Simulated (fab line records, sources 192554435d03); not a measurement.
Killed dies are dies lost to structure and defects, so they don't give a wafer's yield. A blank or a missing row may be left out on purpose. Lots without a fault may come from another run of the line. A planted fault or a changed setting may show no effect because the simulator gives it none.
fab line records | flow n5_finfet
record lots=10 wafers=30 last_day=16
route steps=1938 shown BEOL_M7@1307 PASSIVATION@1936
lots that met no fault: from a run of the same line without faults
start_h: hours from the record's first day to the start of the lot's first wafer shown | wait_h: hours since the lot's step before | " the same as in the row above | L1.1+2: a row that stands for several wafers | - no value, or no start given | * or withheld: withheld | < > ~ a bound
route shown NAME@n: a module of which the file shows steps, and the number in the route of the first | usual: mean/standard deviation of fault-free wafers | same: alike in all rows | chamber/n: place in a boat | sites: the reading at each site | _std_site: their standard deviation | _edge_site: outer sites' mean less inner sites' | radius_mm: how far each site lies from the wafer's centre | mask NAME#n: copy n | behind: the tool/chamber that last shaped the wafer | hold: why the lot was held/for how many hours/how that ended | device: the transistor (n, p or np) that didn't switch | end of line: the same wafers' tests at the end of the route | a step without rows: its recipe alone | killed: dies lost to structure and defects at the first sort, not the wafer's yield | map: a wafer's dies, x killed, . not, _ none there
set.NAME: the setting as run; set.NAME@STEP: as run at that earlier step | model.NAME: the simulator's own value behind a step, which no gauge read
steps of the route over a sample of lots; a table a step, a row a wafer
services: from which hour (start_h, from the record's first day; less than 0 if before it) a tool's chamber was out of use, for how many hours, and why
## steps
# step N5_BEOL_M7_STRIP_36
# recipe chemistry=N2/H2 power_w=450 temp_c=40 pressure_mtorr=20 rf_frequency_hz=6e+07 overash_fraction=0.3 bias_power_w=7 h2_frac=0.5 n2_flow_sccm=200 h2_flow_sccm=200
# usual drypump_motor_current_A=5.7/0.53 h2_flow_sccm=199.9/0.6 oes_product_au=0.81/0.072 rf_vpp_V=59.3/1.4 showerhead_plenum_p_Torr=2.57/0.081 temp_c=40.01/0.11 throttle_valve_pct=23.49/0.18
# same overash_fraction=0.3
# columns lot.wafer tool chamber start_h wait_h drypump_motor_current_A h2_flow_sccm oes_product_au rf_hours_counter_h rf_vpp_V showerhead_plenum_p_Torr temp_c throttle_valve_pct
L104.2 rie_diel-02 0 192.09 0.0 6.1 199.7 0.77 147 59.3 2.66 40.09 23.48
L104.3 " 3 " " 4.9 200.0 0.69 238 62.3 2.60 39.96 23.51
L104.4 " 1 " " 5.8 200.7 0.69 245 60.4 2.49 40.28 23.91
L107.2 rie_diel-03 3 211.29 0.0 5.7 200.6 0.89 34 58.6 2.58 39.93 23.54
L107.3 " 1 " " 6.6 199.4 0.72 209 58.1 2.62 40.00 23.57
L107.4 " 0 " " 5.7 200.0 0.93 28 61.0 2.49 39.91 23.07
L109.1 rie_diel-03 0 217.18 0.0 5.7 199.8 0.93 29 61.0 2.49 39.94 23.08
L109.4 " 1 " " 6.6 200.7 0.72 - 56.5 2.62 40.04 23.59
L109.6 " 2 " " 6.4 200.3 0.85 - 59.1 2.71 40.08 23.51
L108.1 rie_diel-01 2 217.35 0.0 4.9 199.1 0.82 90 59.1 2.46 39.96 23.17
L108.4 " 1 " " 5.7 200.1 0.76 - 58.5 2.55 39.89 23.59
L108.5 " 3 " " 5.5 199.4 0.87 - 60.0 2.58 39.85 23.49
L110.3 rie_diel-02 3 229.92 0.0 4.9 200.6 0.68 249 59.1 2.60 40.03 23.53
L110.4 " 2 " " 5.1 200.5 0.78 - 58.6 2.46 40.13 23.66
L110.5 " 3 " " 4.9 199.9 0.69 - 60.2 2.60 39.92 23.56
L114.1 rie_diel-03 0 273.70 0.0 5.7 199.5 0.89 44 57.4 2.48 39.97 23.10
L114.2 " 3 " " 5.8 199.8 0.84 55 57.3 2.58 40.12 23.54
L114.6 " 1 " " 6.6 199.5 0.70 - 61.5 2.61 40.11 23.63
L118.2 rie_diel-03 0 277.28 0.0 5.6 200.4 0.90 45 59.7 2.48 39.93 23.09
L118.5 " 2 " " 6.4 200.5 0.84 - 59.6 2.70 40.08 23.57
L118.6 " 3 " " 5.8 200.6 0.87 - 59.2 2.57 40.03 23.53
L117.1 rie_diel-01 1 284.62 0.0 5.7 200.3 0.75 169 58.2 2.54 40.24 23.62
L117.2 " 0 " " 5.8 200.4 0.81 80 58.9 2.67 39.98 23.67
L117.3 " 3 " " 5.5 199.8 0.85 66 59.8 2.57 39.77 23.52
L123.1 rie_diel-03 1 302.12 0.0 6.6 200.6 0.71 240 59.8 2.60 40.11 23.61
L123.5 " 3 " " 5.7 199.4 0.85 - 60.7 2.57 40.00 23.50
L123.6 " 2 " " 6.4 199.9 0.83 - 62.4 2.70 39.87 23.57
L122.2 rie_diel-01 3 308.91 0.0 5.5 200.0 0.84 74 59.8 2.57 40.11 23.54
L122.4 " 3 " " 5.5 199.2 0.83 - 58.1 2.57 39.99 23.51
L122.5 " 3 " " 5.5 199.4 0.84 - 59.8 2.57 40.03 23.54
# step N5_BEOL_M7_ETCH_41
# recipe chemistry=CH3F/O2 target=SiCN target_depth_a=319 taper_deg=2 time_s=57.8 ion_energy_ev=120 mask_material=TiN pressure_mtorr=30 source_w=395 bias_w=75 Ar_flow_sccm=150 CH3F_flow_sccm=30 O2_flow_sccm=20
# usual drypump_motor_current_A=5.7/0.53 oes_product_au=0.80/0.07 rf_vpp_V=297.9/1.4 showerhead_plenum_p_Torr=2.02/0.06 throttle_valve_pct=16.23/0.21
# columns lot.wafer tool chamber start_h wait_h drypump_motor_current_A oes_product_au rf_hours_counter_h rf_vpp_V showerhead_plenum_p_Torr throttle_valve_pct
L104.2 rie_diel-02 0 - - 6.1 0.77 147 299.9 2.08 15.96
L104.3 " 3 " " 4.9 0.69 238 298.6 2.05 16.54
L104.4 " 1 " " 5.8 0.69 245 297.8 1.97 16.83
L107.2 rie_diel-03 3 - - 5.7 0.90 34 297.8 2.04 16.15
L107.3 " 1 " " 6.6 0.72 209 297.1 2.06 16.41
L107.4 " 0 " " 5.6 0.91 28 296.6 1.96 15.80
L109.1 rie_diel-03 0 - - 5.6 0.92 29 297.1 1.96 15.79
L109.4 " 1 " " 6.6 0.72 - 297.4 2.06 16.42
L109.6 " 2 " " 6.4 0.86 - 298.9 2.12 16.13
L108.1 rie_diel-01 2 - - 4.9 0.82 90 297.0 1.93 16.05
L108.4 " 1 " " 5.7 0.77 - 296.9 2.00 16.27
L108.5 " 3 " " 5.5 0.87 - 298.8 2.04 16.21
L110.3 rie_diel-02 3 - - 4.9 0.69 250 297.8 2.05 16.55
L110.4 " 2 " " 5.0 0.79 - 296.8 1.94 16.36
L110.5 " 3 " " 4.9 0.68 - 298.6 2.05 16.57
L114.1 rie_diel-03 0 - - 5.7 0.88 44 295.7 1.96 15.83
L114.2 " 3 " " 5.7 0.87 55 298.3 2.03 16.18
L114.6 " 1 " " 6.6 0.71 - 298.9 2.05 16.47
L118.2 rie_diel-03 0 - - 5.7 0.89 45 296.1 1.96 15.82
L118.5 " 2 " " 6.4 0.83 - 298.0 2.11 16.17
L118.6 " 3 " " 5.7 0.88 - 297.9 2.03 16.21
L117.1 rie_diel-01 1 - - 5.7 0.75 169 298.2 2.00 16.31
L117.2 " 0 " " 5.8 0.81 80 300.4 2.11 16.44
L117.3 " 3 " " 5.5 0.84 66 297.3 2.03 16.26
L123.1 rie_diel-03 1 - - 6.6 0.70 240 298.8 2.05 16.49
L123.5 " 3 " " 5.7 0.86 - 299.9 2.03 16.21
L123.6 " 2 " " 6.4 0.83 - 300.0 2.11 16.17
L122.2 rie_diel-01 3 - - 5.5 0.83 75 298.9 2.03 16.28
L122.4 " 3 " " 5.5 0.84 - 298.2 2.03 16.27
L122.5 " 3 " " 5.5 0.84 - 298.0 2.03 16.25
# step N5_BEOL_M7_SURFACE_TREAT_79
# recipe gas=Ar time_s=* ion_energy_ev=* ion_current_ma_cm2=0.5 pressure_mtorr=* ar_flow_sccm=30
# usual pressure_mtorr=* throttle_valve_pct=*
# columns lot.wafer tool chamber start_h wait_h pressure_mtorr throttle_valve_pct
L104.2 pvd_sputter-03 - 193.39 0.2 * *
L104.3 " - " " * *
L104.4 " - " " * *
L107.2 pvd_sputter-02 - 214.39 0.3 * *
L107.3 " - " " * *
L107.4 " - " " * *
L109.1 pvd_sputter-03 - 218.59 0.2 * *
L109.4 " - " " * *
L109.6 " - " " * *
L108.1 pvd_sputter-01 - 218.62 0.2 * *
L108.4 " - " " * *
L108.5 " - " " * *
L110.3 pvd_sputter-02 - 231.36 0.2 * *
L110.4 " - " " * *
L110.5 " - " " * *
L114.1 pvd_sputter-03 - 276.17 0.4 * *
L114.2 " - " " * *
L114.6 " - " " * *
L118.2 pvd_sputter-03 - 279.01 0.4 * *
L118.5 " - " " * *
L118.6 " - " " * *
L117.1 pvd_sputter-01 - 285.96 0.2 * *
L117.2 " - " " * *
L117.3 " - " " * *
L123.1 pvd_sputter-02 - 303.81 0.2 * *
L123.5 " - " " * *
L123.6 " - " " * *
L122.2 pvd_sputter-03 - 311.90 1.8 * *
L122.4 " - " " * *
L122.5 " - " " * *
# step N5_BEOL_M7_CVD_78
# recipe material=Co target_thk_a=20 temp_c=withheld precursor=CCTBA/H2 pressure_torr=30 time_s=142.3
# usual run_length_s=165.2/0.58
# columns lot.wafer tool chamber start_h wait_h run_length_s
L104.2 cvd_co-01 1 193.47 0.1 164.9
L104.3 " 2 " " 164.6
L104.4 " 1 " " 166.0
L107.2 cvd_co-02 1 214.68 0.3 164.7
L107.3 " 2 " " 165.6
L107.4 " 2 " " 165.5
L109.1 cvd_co-01 1 218.69 0.1 165.7
L109.4 " 1 " " 165.7
L109.6 " 2 " " 164.1
L108.1 cvd_co-02 2 218.83 0.2 165.1
L108.4 " 0 " " 166.3
L108.5 " 1 " " 164.7
L110.3 cvd_co-02 0 231.52 0.1 165.5
L110.4 " 0 " " 165.9
L110.5 " 2 " " 165.0
L114.1 cvd_co-02 1 276.25 0.1 97.0
L114.2 " 0 " " 166.0
L114.6 " 2 " " 165.5
L118.2 cvd_co-02 2 279.86 0.8 165.1
L118.5 " 2 " " 165.2
L118.6 " 0 " " 166.4
L117.1 cvd_co-01 2 286.05 0.1 164.3
L117.2 " 0 " " 165.1
L117.3 " 1 " " 165.5
L123.1 cvd_co-01 2 303.87 0.0 164.7
L123.5 " 0 " " 165.3
L123.6 " 1 " " 165.1
L122.2 cvd_co-01 0 311.96 0.0 165.0
L122.4 " 1 " " 164.9
L122.5 " 0 " " 164.8
# step N5_PASSIVATION_PROBE_49
# usual defect_limited_yield=91.3/1.4 killed_at_M0_to_M3=34/10 killed_at_M4_up=13/4.8 killed_at_contacts=12/6.1 killed_at_front_end=40/11 killed_at_other=3.7/2.8 killed_dies=103/16 killed_open=67/12 killed_short=34/7.4 sort_bin_5_function=5.1/0.95 sort_bin_6_memory=3.2/0.62 sort_n_pass=1077/16 sort_yield_pct=91.3/1.4
# same gross_dies=1180 killed_at_back_side=0 sort_bin_4_leakage[%]=0 sort_bin_8_speed[%]=0
# columns lot.wafer tool chamber start_h wait_h defect_limited_yield[%] killed_at_M0_to_M3 killed_at_M4_up killed_at_contacts killed_at_front_end killed_at_other killed_dies killed_open killed_short sort_bin_5_function[%] sort_bin_6_memory[%] sort_n_pass sort_yield_pct[%]
L104.2 prober-01 - 271.46 0.1 91.7 40 13 5 31 9 98 65 33 5.3 2.8 1082 91.7
L104.3 prober-01 - 271.51 0.1 90.2 29 13 7 59 8 116 72 43 5.7 3.7 1064 90.2
L104.4 prober-01 - 271.56 0.2 93.4 27 11 3 32 5 78 47 31 3.6 2.6 1102 93.4
L107.2 prober-02 - 285.58 0.1 89.9 48 16 8 39 8 119 81 35 6.0 3.8 1061 89.9
L107.3 prober-02 - 285.63 0.1 91.2 46 13 14 30 1 104 62 42 5.6 2.6 1076 91.2
L107.4 prober-02 - 285.68 0.2 93.4 33 4 4 34 3 78 45 30 3.6 2.5 1102 93.4
L109.1 prober-01 - 286.80 0.0 91.3 38 18 4 43 0 103 75 28 5.0 3.3 1077 91.3
L109.4 prober-01 - 286.95 0.2 90.3 51 15 7 39 3 115 73 41 5.8 3.5 1065 90.3
L109.6 prober-01 - 287.05 0.3 91.2 47 4 3 47 3 104 59 41 5.1 3.2 1076 91.2
L108.1 prober-01 - 289.41 0.0 91.0 29 18 26 30 3 106 76 30 4.9 3.8 1074 91.0
L108.4 prober-01 - 289.56 0.2 93.2 24 13 15 27 1 80 56 24 3.4 3.1 1100 93.2
L108.5 prober-01 - 289.61 0.2 92.5 30 18 9 31 1 89 64 25 4.6 2.7 1091 92.5
L110.3 prober-01 - 307.24 0.1 91.4 28 12 14 46 2 102 66 36 5.1 3.5 1078 91.4
L110.4 prober-01 - 307.29 0.2 90.5 33 24 9 44 2 112 81 30 5.6 3.7 1068 90.5
L110.5 prober-01 - 307.34 0.2 92.2 22 7 11 52 0 92 59 32 4.6 3.0 1088 92.2
L114.1 prober-02 - 356.15 0.0 92.3 30 9 6 39 7 91 46 43 4.2 3.3 1089 92.3
L114.2 prober-02 - 356.20 0.1 91.6 36 19 12 30 2 99 62 34 4.8 3.1 1081 91.6
L114.6 prober-02 - 356.40 0.3 91.9 37 13 12 29 5 96 51 43 5.0 2.5 1084 91.9
L118.2 prober-02 - 361.02 0.1 93.6 32 10 10 21 2 75 53 21 4.0 2.1 1105 93.6
L118.5 prober-02 - 361.17 0.2 94.2 17 6 10 35 0 68 44 22 3.4 2.2 1112 94.2
L118.6 prober-02 - 361.22 0.3 92.6 28 11 12 35 1 87 59 28 4.3 3.0 1093 92.6
L117.1 prober-01 - 362.08 0.0 89.2 53 16 13 44 2 128 80 44 6.9 3.6 1052 89.2
L117.2 prober-01 - 362.13 0.1 89.6 35 21 16 49 2 123 79 43 6.5 3.5 1057 89.6
L117.3 prober-01 - 362.18 0.1 91.5 16 10 15 53 6 100 69 28 5.3 3.1 1080 91.5
L123.1 prober-01 - 382.43 0.0 91.6 26 26 14 31 2 99 69 27 4.4 3.8 1081 91.6
L123.5 prober-01 - 382.63 0.2 90.8 33 14 12 47 3 109 71 37 5.3 3.6 1071 90.8
L123.6 prober-01 - 382.68 0.3 93.5 22 16 13 25 1 77 53 24 3.5 2.9 1103 93.5
L122.2 prober-01 - 391.21 0.1 89.4 35 19 13 53 5 125 77 46 5.9 4.2 1055 89.4
L122.4 prober-01 - 391.31 0.2 91.6 32 18 6 37 6 99 67 31 4.3 3.8 1081 91.6
L122.5 prober-01 - 391.36 0.2 91.1 42 14 5 39 5 105 70 35 5.7 3.1 1075 91.1
# killed by level:class
L104.2 BEOL_M0_SAQP:geometric_particle:open=14 STI_FIN_REVEAL:geometric_particle:open=11 BEOL_M0_SAQP:geometric_particle:short=8 BEOL_M4:geometric_particle:open=7 PASS1_CAP:geometric_particle:short=6 BEOL_M2:geometric_particle:open=5 MOL_CONTACT_COAG:geometric_particle:open=5 FIN_SAQP:geometric_particle:open=4
L104.3 STI_FIN_REVEAL:geometric_particle:open=14 FIN_SAQP:geometric_particle:short=8 FIN_SAQP:geometric_particle:open=7 MOL_CONTACT_COAG:geometric_particle:open=7 BEOL_M3:geometric_particle:open=7 GATE_CUT:geometric_particle:short=6 BEOL_M0_SAQP:geometric_particle:short=6 STI_FIN_REVEAL:geometric_particle:short=5
L104.4 BEOL_M0_SAQP:geometric_particle:short=14 STI_FIN_REVEAL:geometric_particle:open=8 GATE_CUT:geometric_particle:short=5 BEOL_M0_SAQP:geometric_particle:open=4 BEOL_M1:geometric_particle:open=4 STARTING-WAFER:geometric_particle:open=4 FIN_SAQP:geometric_particle:short=3 FIN_SAQP:geometric_particle:open=3
L107.2 BEOL_M0_SAQP:geometric_particle:open=11 BEOL_M1:geometric_particle:open=8 FIN_SAQP:geometric_particle:open=7 FIN_SAQP:geometric_particle:short=7 BEOL_M0:geometric_particle:open=7 BEOL_M4:geometric_particle:open=7 GATE_CUT:geometric_particle:short=6 MOL_CONTACT_COAG:geometric_particle:open=6
L107.3 FIN_SAQP:geometric_particle:short=11 BEOL_M1:geometric_particle:open=11 MOL_CONTACT_COAG:geometric_particle:open=10 BEOL_M0_SAQP:geometric_particle:short=10 BEOL_M4:geometric_particle:open=8 BEOL_M0_SAQP:geometric_particle:open=7 FIN_SAQP:geometric_particle:open=6 BEOL_M0:geometric_particle:open=5
L107.4 FIN_SAQP:geometric_particle:open=10 FIN_SAQP:geometric_particle:short=7 BEOL_M0_SAQP:geometric_particle:short=7 BEOL_M0:geometric_particle:open=7 BEOL_M0_SAQP:geometric_particle:open=5 BEOL_M1:geometric_particle:open=5 STI_FIN_REVEAL:geometric_particle:open=4 BEOL_M0:geometric_particle:short=4
L109.1 BEOL_M1:geometric_particle:open=14 BEOL_M2:geometric_particle:open=10 STI_FIN_REVEAL:geometric_particle:open=9 FIN_SAQP:geometric_particle:short=8 BEOL_M4:geometric_particle:open=8 FIN_SAQP:geometric_particle:open=5 DUMMY_GATE:geometric_particle:open=5 ILD0:geometric_particle:short=3
L109.4 BEOL_M2:geometric_particle:open=14 FIN_SAQP:geometric_particle:short=10 BEOL_M1:geometric_particle:open=10 BEOL_M0_SAQP:geometric_particle:short=10 STI_FIN_REVEAL:geometric_particle:open=8 BEOL_M0_SAQP:geometric_particle:open=8 BEOL_M4:geometric_particle:open=8 FIN_SAQP:geometric_particle:open=7
L109.6 BEOL_M1:geometric_particle:open=15 STI_FIN_REVEAL:geometric_particle:open=10 FIN_SAQP:geometric_particle:short=8 BEOL_M0_SAQP:geometric_particle:short=8 BEOL_M2:geometric_particle:open=8 BEOL_M0_SAQP:geometric_particle:open=7 STARTING-WAFER:geometric_particle:short=5 GATE_CUT:geometric_particle:short=4
L108.1 MOL_CONTACT_COAG:geometric_particle:open=20 BEOL_M4:geometric_particle:open=7 STI_FIN_REVEAL:geometric_particle:open=6 MOL_CONTACT_COAG:geometric_particle:short=6 BEOL_M2:geometric_particle:open=6 DUMMY_GATE:geometric_particle:open=5 BEOL_M3:geometric_particle:short=5 BEOL_M0_SAQP:geometric_particle:short=4
L108.4 MOL_CONTACT_COAG:geometric_particle:open=12 FIN_SAQP:geometric_particle:open=8 BEOL_M1:geometric_particle:open=7 BEOL_M4:geometric_particle:open=5 BEOL_M3:geometric_particle:short=4 STI_FIN_REVEAL:geometric_particle:open=3 MOL_CONTACT_COAG:geometric_particle:short=3 BEOL_M0:geometric_particle:open=3
L108.5 BEOL_M4:geometric_particle:open=9 BEOL_M0_SAQP:geometric_particle:open=8 STI_FIN_REVEAL:geometric_particle:open=7 MOL_CONTACT_COAG:geometric_particle:open=7 BEOL_M2:geometric_particle:open=6 BEOL_M0_SAQP:geometric_particle:short=5 FIN_SAQP:geometric_particle:short=3 DUMMY_GATE:geometric_particle:open=3
L110.3 STI_FIN_REVEAL:geometric_particle:open=11 BEOL_M1:geometric_particle:open=9 MOL_CONTACT_COAG:geometric_particle:open=8 BEOL_M4:geometric_particle:open=7 FIN_SAQP:geometric_particle:short=6 MOL_CONTACT_COAG:geometric_particle:short=6 BEOL_M0:geometric_particle:open=6 FIN_SAQP:geometric_particle:open=5
L110.4 BEOL_M4:geometric_particle:open=11 MOL_CONTACT_COAG:geometric_particle:open=9 BEOL_M2:geometric_particle:open=9 BEOL_M0:geometric_particle:open=8 FIN_SAQP:geometric_particle:open=6 FIN_SAQP:geometric_particle:short=5 ILD0:geometric_particle:short=5 BEOL_M0_SAQP:geometric_particle:short=5
L110.5 STI_FIN_REVEAL:geometric_particle:open=15 FIN_SAQP:geometric_particle:open=10 FIN_SAQP:geometric_particle:short=9 MOL_CONTACT_COAG:geometric_particle:open=9 BEOL_M1:geometric_particle:open=5 GATE_CUT:geometric_particle:open=5 BEOL_M0_SAQP:geometric_particle:short=5 BEOL_M1:geometric_particle:short=5
L114.1 BEOL_M2:geometric_particle:open=9 FIN_SAQP:geometric_particle:short=8 GATE_CUT:geometric_particle:short=7 BEOL_M0_SAQP:geometric_particle:short=6 MOL_CONTACT_COAG:geometric_particle:open=5 BEOL_M4:geometric_particle:open=5 FIN_SAQP:geometric_particle:open=4 STARTING-WAFER:geometric_particle:short=4
L114.2 BEOL_M0_SAQP:geometric_particle:open=10 BEOL_M4:geometric_particle:open=10 MOL_CONTACT_COAG:geometric_particle:open=9 BEOL_M0_SAQP:geometric_particle:short=9 BEOL_M2:geometric_particle:open=5 FIN_SAQP:geometric_particle:short=4 GATE_CUT:geometric_particle:short=4 BEOL_M3:geometric_particle:open=4
L114.6 BEOL_M0_SAQP:geometric_particle:short=13 MOL_CONTACT_COAG:geometric_particle:open=9 BEOL_M1:geometric_particle:open=9 BEOL_M0_SAQP:geometric_particle:open=6 BEOL_M4:geometric_particle:open=6 FIN_SAQP:geometric_particle:short=5 STI_FIN_REVEAL:geometric_particle:open=4 GATE_CUT:geometric_particle:short=4
L118.2 MOL_CONTACT_COAG:geometric_particle:open=10 BEOL_M2:geometric_particle:open=6 BEOL_M0_SAQP:geometric_particle:open=5 BEOL_M1:geometric_particle:open=5 FIN_SAQP:geometric_particle:open=4 DUMMY_GATE:geometric_particle:open=4 BEOL_M0_SAQP:geometric_particle:short=4 BEOL_M3:geometric_particle:open=4
L118.5 MOL_CONTACT_COAG:geometric_particle:open=8 FIN_SAQP:geometric_particle:open=7 FIN_SAQP:geometric_particle:short=6 STI_FIN_REVEAL:geometric_particle:open=6 BEOL_M0_SAQP:geometric_particle:open=6 BEOL_M1:geometric_particle:open=5 STARTING-WAFER:geometric_particle:short=5 DUMMY_GATE:geometric_particle:open=4
L118.6 STI_FIN_REVEAL:geometric_particle:open=8 BEOL_M1:geometric_particle:open=8 MOL_CONTACT_COAG:geometric_particle:short=6 MOL_CONTACT_COAG:geometric_particle:open=6 STARTING-WAFER:geometric_particle:open=6 BEOL_M2:geometric_particle:open=5 BEOL_M3:geometric_particle:open=5 FIN_SAQP:geometric_particle:open=4
L117.1 STI_FIN_REVEAL:geometric_particle:open=15 BEOL_M0_SAQP:geometric_particle:short=14 MOL_CONTACT_COAG:geometric_particle:open=12 BEOL_M3:geometric_particle:open=10 BEOL_M1:geometric_particle:open=9 FIN_SAQP:geometric_particle:open=6 BEOL_M0_SAQP:geometric_particle:open=6 BEOL_M4:geometric_particle:short=6
L117.2 MOL_CONTACT_COAG:geometric_particle:open=13 BEOL_M0_SAQP:geometric_particle:open=10 FIN_SAQP:geometric_particle:open=9 STI_FIN_REVEAL:geometric_particle:open=9 BEOL_M4:geometric_particle:short=8 FIN_SAQP:geometric_particle:short=7 BEOL_M0_SAQP:geometric_particle:short=7 BEOL_M4:geometric_particle:open=6
L117.3 STI_FIN_REVEAL:geometric_particle:open=14 MOL_CONTACT_COAG:geometric_particle:open=12 FIN_SAQP:geometric_particle:open=7 STI_FIN_REVEAL:geometric_particle:short=5 GATE_CUT:geometric_particle:short=5 GATE_CUT:geometric_particle:open=4 BEOL_M1:geometric_particle:open=4 BEOL_M2:geometric_particle:open=4
L123.1 MOL_CONTACT_COAG:geometric_particle:open=12 BEOL_M4:geometric_particle:open=10 BEOL_M0_SAQP:geometric_particle:open=10 DUMMY_GATE:geometric_particle:open=5 STI_FIN_REVEAL:geometric_particle:open=5 BEOL_M1:geometric_particle:open=5 FIN_SAQP:geometric_particle:short=3 GATE_CUT:geometric_particle:open=3
L123.5 STI_FIN_REVEAL:geometric_particle:open=11 BEOL_M0_SAQP:geometric_particle:open=11 BEOL_M0_SAQP:geometric_particle:short=11 MOL_CONTACT_COAG:geometric_particle:open=10 FIN_SAQP:geometric_particle:open=7 FIN_SAQP:geometric_particle:short=6 BEOL_M4:geometric_particle:open=6 DUMMY_GATE:geometric_particle:open=4
L123.6 MOL_CONTACT_COAG:geometric_particle:open=12 BEOL_M2:geometric_particle:open=7 BEOL_M0_SAQP:geometric_particle:short=5 BEOL_M4:geometric_particle:open=5 FIN_SAQP:geometric_particle:short=3 FIN_SAQP:geometric_particle:open=3 STI_FIN_REVEAL:geometric_particle:open=3 DUMMY_GATE:geometric_particle:short=3
L122.2 STI_FIN_REVEAL:geometric_particle:open=20 MOL_CONTACT_COAG:geometric_particle:open=10 FIN_SAQP:geometric_particle:short=8 BEOL_M0_SAQP:geometric_particle:short=8 BEOL_M4:geometric_particle:open=7 BEOL_M2:geometric_particle:open=7 FIN_SAQP:geometric_particle:open=5 STI_FIN_REVEAL:geometric_particle:short=5
L122.4 BEOL_M0_SAQP:geometric_particle:open=11 BEOL_M4:geometric_particle:open=10 STI_FIN_REVEAL:geometric_particle:open=9 DUMMY_GATE:geometric_particle:open=7 BEOL_M3:geometric_particle:open=7 MOL_CONTACT_COAG:geometric_particle:open=6 BEOL_M0_SAQP:geometric_particle:short=6 FIN_SAQP:geometric_particle:short=5
L122.5 BEOL_M0_SAQP:geometric_particle:open=13 STI_FIN_REVEAL:geometric_particle:open=11 BEOL_M2:geometric_particle:open=8 BEOL_M0_SAQP:geometric_particle:short=7 BEOL_M3:geometric_particle:open=7 FIN_SAQP:geometric_particle:short=6 FIN_SAQP:geometric_particle:open=5 MOL_CONTACT_COAG:geometric_particle:open=4
## services
# columns tool chamber start_h hours kind
pvd_sputter-03 - 169.70 3.3 repair
rie_diel-03 2 170.31 8.0 repair
cvd_co-02 - 191.70 1.9 repair
rie_diel-02 1 210.87 - clean
rie_diel-02 1 210.87 - consumable_replace:focus_ring
rie_diel-02 1 210.87 26.1 scheduled_down
rie_diel-02 1 210.87 26.1 vent_cycle
rie_diel-03 3 214.67 3.1 repair
rie_diel-01 0 216.59 1.2 repair
rie_diel-02 - 219.04 0.7 repair
rie_diel-03 2 224.91 9.3 repair
rie_diel-03 0 240.51 12.8 repair
rie_diel-02 3 256.42 2.8 repair
rie_diel-02 3 259.42 - clean
rie_diel-02 3 259.42 - consumable_replace:focus_ring
cvd_co-01 - 263.62 0.5 repair
rie_diel-02 2 267.02 6.3 repair
cvd_co-01 - 273.90 6.9 pm
cvd_co-02 1 278.12 4.1 repair
cvd_co-01 - 291.28 6.0 pm
pvd_sputter-01 - 300.26 1.2 repair
rie_diel-01 0 301.30 18.0 repair
rie_diel-01 2 304.72 3.9 repair
cvd_co-02 - 311.75 5.6 repair
## key
first_sign step=N5_BEOL_M7_CVD_78 reading=run_length_s direction=down sigmas=99+ usual=* struck=*
effect none on later readings
met_at N5_BEOL_M7_CVD_78
struck_lots L114
struck_wafers L114.1
not_acting_at N5_BEOL_M7_STRIP_36,N5_BEOL_M7_ETCH_41,N5_BEOL_M7_SURFACE_TREAT_79
onset_between 218.83 276.25
fault kind=process_parameter_drift tool=cvd_co-02 chamber=1 onset_h=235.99 steps=N5_BEOL_M7_CVD_78 channel=time_s offset=* shape=step acts_in=* stated=*
